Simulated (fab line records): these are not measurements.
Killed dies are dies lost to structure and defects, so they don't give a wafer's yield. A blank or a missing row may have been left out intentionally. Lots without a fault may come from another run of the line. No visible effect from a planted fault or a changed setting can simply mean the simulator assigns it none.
Chamber matching -- flow n5_finfet -- N5_BEOL_M13_DEP_53 on pecvd-03 has 3 sister chambers
The step deposits SiCN from 3MS/NH3, target thk 50 nm, time 17.8 s. 33 wafers are shown with their chamber, then 12 later ones without.

## WAFERS PAIRED WITH THEIR CHAMBERS
wafer,chamber,showerhead_plenum_p_Torr (Torr),throttle_valve_pct (%)
L076.2,1,4.135,18.7
L076.4,2,4.130,17.1
L076.6,1,4.136,18.5
L080.1,1,4.126,18.5
L080.2,2,4.137,17.4
L080.3,0,4.190,19.0
L080.4,0,4.197,19.5
L080.5,2,4.139,17.2
L080.6,1,4.128,18.7
L086.2,0,4.195,19.3
L086.3,2,4.140,17.4
L086.4,1,4.145,18.5
L083.1,2,4.139,17.3
L083.2,1,4.134,18.8
L083.3,0,4.187,19.4
L083.4,1,4.129,18.7
L083.5,2,4.138,17.4
L083.6,0,4.185,19.3
L085.2,1,4.135,18.7
L085.3,2,4.142,17.5
L085.4,2,4.137,17.5
L096.1,1,4.143,18.7
L096.2,0,4.197,19.3
L096.3,2,4.137,17.7
L096.4,1,4.144,18.6
L096.5,0,4.187,19.6
L096.6,2,4.133,17.7
L092.1,0,4.195,19.6
L092.2,1,4.140,18.7
L092.3,2,4.139,17.4
L092.4,0,4.188,19.6
L092.5,1,4.139,18.4
L092.6,2,4.129,17.3

SIGNATURES, as means of the wafers listed above
reading,chamber 0,chamber 1,chamber 2,scatter within a chamber
showerhead_plenum_p_Torr,4.19122,4.13617,4.13667,0.00514
throttle_valve_pct,19.400,18.625,17.408,0.166
Rule: distance of a wafer from a chamber = root of the sum over the readings of ((wafer's reading minus chamber's mean) / reading's scatter) squared. The wafer belongs to the nearest chamber; if the next one is less than 2 further off, it can't be placed. How the scatter is found: for the shown wafers, subtract from each reading the mean of its chamber, square and add these, divide the total by (wafers less chambers), then take the root.

## WAFERS WITH NO CHAMBER GIVEN
wafer,showerhead_plenum_p_Torr (Torr),throttle_valve_pct (%)
L094.2,4.147,17.4
L094.3,4.182,19.4
L094.4,4.130,18.5
L093.1,4.141,18.7
L093.2,4.194,19.8
L093.3,4.131,17.5
L093.4,4.142,18.6
L093.5,4.148,17.7
L093.6,4.181,19.6
L097.4,4.150,17.2
L097.5,4.131,18.7
L097.6,4.182,19.6

## EACH ONE'S CHAMBER
wafer,from the rows above,in truth
L094.2,2,2
L094.3,0,0
L094.4,1,1
L093.1,1,1
L093.2,0,0
L093.3,2,2
L093.4,1,1
L093.5,2,2
L093.6,0,0
L097.4,2,2
L097.5,1,1
L097.6,0,0
Placed correctly: 12 of 12. Not placeable from these rows: 0. Wrongly placed: 0.
